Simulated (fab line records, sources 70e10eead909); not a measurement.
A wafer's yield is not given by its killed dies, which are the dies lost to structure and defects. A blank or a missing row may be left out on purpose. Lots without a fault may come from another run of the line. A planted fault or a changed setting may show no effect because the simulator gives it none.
Chamber matching + flow nand harc + rie diel-11 running NHARC_A_STAIRCASE_DESCUM_443: 4 sister chambers
The step chemistry O2, time 3 s. 4 wafers are shown with their chamber, then 10 later ones without.

WAFERS PAIRED WITH THEIR CHAMBERS
| wafer  | chamber | showerhead plenum p Torr (Torr) |
|--------|---------|---------------------------------|
| L081.5 | 0       | 1.93                            |
| L088.5 | 1       | 1.93                            |
| L086.1 | 2       | 1.99                            |
| L086.4 | 3       | 1.93                            |

WAFERS MISSING THEIR CHAMBER
| wafer  | showerhead plenum p Torr (Torr) |
|--------|---------------------------------|
| L086.5 | 1.93                            |
| L090.1 | 1.93                            |
| L090.2 | 1.92                            |
| L090.4 | 1.92                            |
| L091.2 | 1.92                            |
| L091.3 | 1.93                            |
| L091.6 | 1.93                            |
| L094.1 | 1.98                            |
| L094.2 | 1.92                            |
| L094.6 | 1.92                            |

WHICH CHAMBER EACH ONE RAN IN
| wafer  | from the rows above          | in truth |
|--------|------------------------------|----------|
| L086.5 | can't be placed: 0 or 1 or 3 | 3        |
| L090.1 | can't be placed: 0 or 1 or 3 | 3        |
| L090.2 | can't be placed: 0 or 1 or 3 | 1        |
| L090.4 | can't be placed: 0 or 1 or 3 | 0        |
| L091.2 | can't be placed: 0 or 1 or 3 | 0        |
| L091.3 | can't be placed: 0 or 1 or 3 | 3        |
| L091.6 | can't be placed: 0 or 1 or 3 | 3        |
| L094.1 | 2                            | 2        |
| L094.2 | can't be placed: 0 or 1 or 3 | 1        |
| L094.6 | can't be placed: 0 or 1 or 3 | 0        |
1 of 10 placed correctly. Cannot be placed on the basis of these rows: 9; the candidates contain the true chamber in 9. Placed wrongly: 0.
How it was worked out, from the rows above alone: a wafer's distance from a chamber is the root of the sum, over the readings, of the square of ((its reading less the chamber's mean) divided by the reading's scatter). The wafer belongs to the nearest chamber; if the next one is less than 2 further off, it can't be placed. The mean given for a chamber averages the wafers shown for that chamber. The scatter (one wafer shown for each chamber): square how far every hidden wafer sits from the nearest shown wafer, average those squares and take the square root.
